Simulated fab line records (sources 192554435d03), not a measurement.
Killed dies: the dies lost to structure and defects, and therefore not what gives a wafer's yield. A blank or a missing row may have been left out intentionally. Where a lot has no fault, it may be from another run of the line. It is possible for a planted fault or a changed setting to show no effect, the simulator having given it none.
Comparing a struck lot with a sound one :: flow n5-finfet :: 16 steps out of a route of 1938
Sound: wafers L751.3, L751.4, L751.6. Struck: wafers L754.2, L754.6 (left out: L754.5, a lot-mate that was not struck); the cause follows at the end.
At each step with rows: each side's tool, then ch and its chambers, then its first start. Under that, the readings that differ: sound wafers :: struck wafers :: difference of the means :: sigmas: that difference in standard deviations of wafers without a fault.
alike: words and numbers the same on both sides, and readings whose means are apart by under 2 such deviations; not compared: readings that were withheld, readings missing a value for some wafer, numbers with overlapping values and no deviation given by the record, and bounds like >300 which may hide the same value.
A row with sigmas, a row that says differs or no value, or rows on one side alone: a step with any of these is where the two part. When numbers do not overlap yet have no deviation, they are printed without sigmas and do not part them. A reading missing from all wafers of one side parts the sides only when that side holds two or more wafers.

first, 1 step without rows for these wafers: N5_MOL_CONTACT_COAG_DESCUM_88 (chemistry O2, time 7 s).
N5_MOL_CONTACT_COAG_ETCH_89: etches underlayer in N2/H2, target depth 13 nm, time 10.4 s.
  sound on rie-diel-02 ch 0,1,3, day 7 18:36; struck on rie-diel-03 ch 0,1, day 8 11:59
  alike: bias-w, drypump-motor-current-A, etch-rf-on-time-s, oes-product-au, rf-vpp-V, showerhead-plenum-p-Torr, throttle-valve-pct
  not compared: rf-hours-counter-h
N5_MOL_CONTACT_COAG_ETCH_90: etches SiARC in CF4, target depth 13 nm, time 21.7 s.
  sound on rie-diel-02 ch 0,1,3, day 7 18:37; struck on rie-diel-03 ch 0,1, day 8 11:59
  alike: bias-w, drypump-motor-current-A, etch-rf-on-time-s, oes-product-au, rf-vpp-V, showerhead-plenum-p-Torr, throttle-valve-pct
  not compared: rf-hours-counter-h
then, 1 step without rows for these wafers: N5_MOL_CONTACT_COAG_ALD_131 (deposits SiO2, target thk 5 nm, pulse time 1 s, co reactant pulse time 1 s).
N5_MOL_CONTACT_COAG_ETCHBACK_132: etches SiO2 in CHF3, target depth 10 nm, time 6.7 s.
  sound on rie-diel-06 ch 1,2,3, day 7 18:55; struck on rie-diel-02 ch 1, day 8 12:19
reading: drypump-motor-current-A (A)
sound: 4.9 5.4 5.3
struck: 6.1 6.2
difference: +1.0
sigmas: +2
  alike: bias-w, oes_ar_750_au, oes-product-au, rf-vpp-V, showerhead-plenum-p-Torr, throttle-valve-pct
  not compared: rf-hours-counter-h
N5_MOL_CONTACT_COAG_ETCH_91: etches SOC in N2/H2, target depth 60 nm, overetch 21 nm, time 101.2 s.
  sound on rie-diel-06 ch 1,2,3, day 7 18:56; struck on rie-diel-02 ch 1, day 8 12:21
reading: drypump-motor-current-A (A)
sound: 4.9 5.4 5.3
struck: 6.2 6.2
difference: +1.0
sigmas: +2
  alike: bias-w, oes-product-au, rf-vpp-V, showerhead-plenum-p-Torr, throttle-valve-pct
  not compared: rf-hours-counter-h
then, 6 steps without rows for these wafers: N5_MOL_CONTACT_COAG_STRIP_92 (strips in N2/H2); N5_MOL_CONTACT_COAG_STRIP_93 (strips in N2/H2); N5_MOL_CONTACT_COAG_ETCHBACK_135 (etches SiO2 in CHF3, target depth 25 nm, time 16.7 s); N5_MOL_CONTACT_COAG_STRIP_118 (strips in CHF3); N5_MOL_CONTACT_COAG_VIA_ETCH_46 (etches SiO2 in C4F6/O2, target depth 46 nm, overetch 9.2 nm, time 40 s); N5_MOL_CONTACT_COAG_STRIP_96 (strips in N2/H2).
N5_MOL_CONTACT_COAG_ETCH_47: etches SiNx in CH3F/O2, stops on W, target depth 27 nm.
  sound on rie-diel-06 ch 1,2,3, day 7 19:10; struck on rie-diel-02 ch 1, day 8 12:35
reading: drypump-motor-current-A (A)
sound: 4.9 5.4 5.3
struck: 6.1 6.1
difference: +0.9
sigmas: +2

reading: etch-rf-on-time-s (s)
sound: 31.8 31.3 31.8
struck: 22.5 22.6
difference: -9.1
sigmas: -16

reading: model.etch.t-clear-s (s)
sound: 26.52 26.11 26.51
struck: 18.76 18.86
difference: -7.57
sigmas: 

reading: model.etch.over-etch-s (s)
sound: 5.304 5.222 5.302
struck: 3.752 3.771
difference: -1.514
sigmas: 
  alike: bias-w, oes_ar_750_au, oes_o_777_au, oes-product-au, rf-vpp-V, showerhead-plenum-p-Torr, throttle-valve-pct
  not compared: rf-hours-counter-h
N5_MOL_CONTACT_COAG_STRIP_119: strips in N2/H2, time 30 s.
  sound on plasma-asher-01 ch 0,1, day 7 19:16; struck on plasma-asher-02 ch 0, day 8 12:40
  alike: drypump-motor-current-A, heater-power-w
  not compared: rf-hours-counter-h
-- record jumps: 3 days separate the struck wafers' starts on either side; left off in module MOL_CONTACT_COAG, taken up again in module BEOL_M4, whose first shown step is the route's number 1111 --
N5_BEOL_M4_RC_MEAS_101:
  sound on prober-02 ch 0, day 10 18:11; struck on prober-01 ch 0, day 11 16:19
  alike: DIBL_N, DIBL_P, IOFF_N, IOFF_P, ION_N, ION_P, SS_N, SS_P, VT_N, VT_P
-- a jump in the record: the struck wafers' starts before and after are 5 days apart (it breaks off in module BEOL_M4 and resumes in module PASSIVATION, where the first step shown is number 1936 of the route) --
N5_PASSIVATION_PROBE_49:
  sound on prober-01 at day 15 01:49; struck on prober-02 at day 16 09:19
  alike: defect-limited-yield, killed_at_M0_to_M3, killed_at_M4_up, killed-at-contacts, killed-at-front-end, killed-at-other, killed-dies, killed-open, killed-short, sort_bin_5_function, sort_bin_6_memory, sort_bin_8_speed, sort-n-pass

## WHERE THEY PART
Last at N5_MOL_CONTACT_COAG_ETCH_47 as far as this record goes, first at N5_MOL_CONTACT_COAG_ETCHBACK_132. Later steps at which nothing parts them and some readings are alike: N5_MOL_CONTACT_COAG_STRIP_119, N5_BEOL_M4_RC_MEAS_101, N5_PASSIVATION_PROBE_49.

WHY: what had been put in by the simulator
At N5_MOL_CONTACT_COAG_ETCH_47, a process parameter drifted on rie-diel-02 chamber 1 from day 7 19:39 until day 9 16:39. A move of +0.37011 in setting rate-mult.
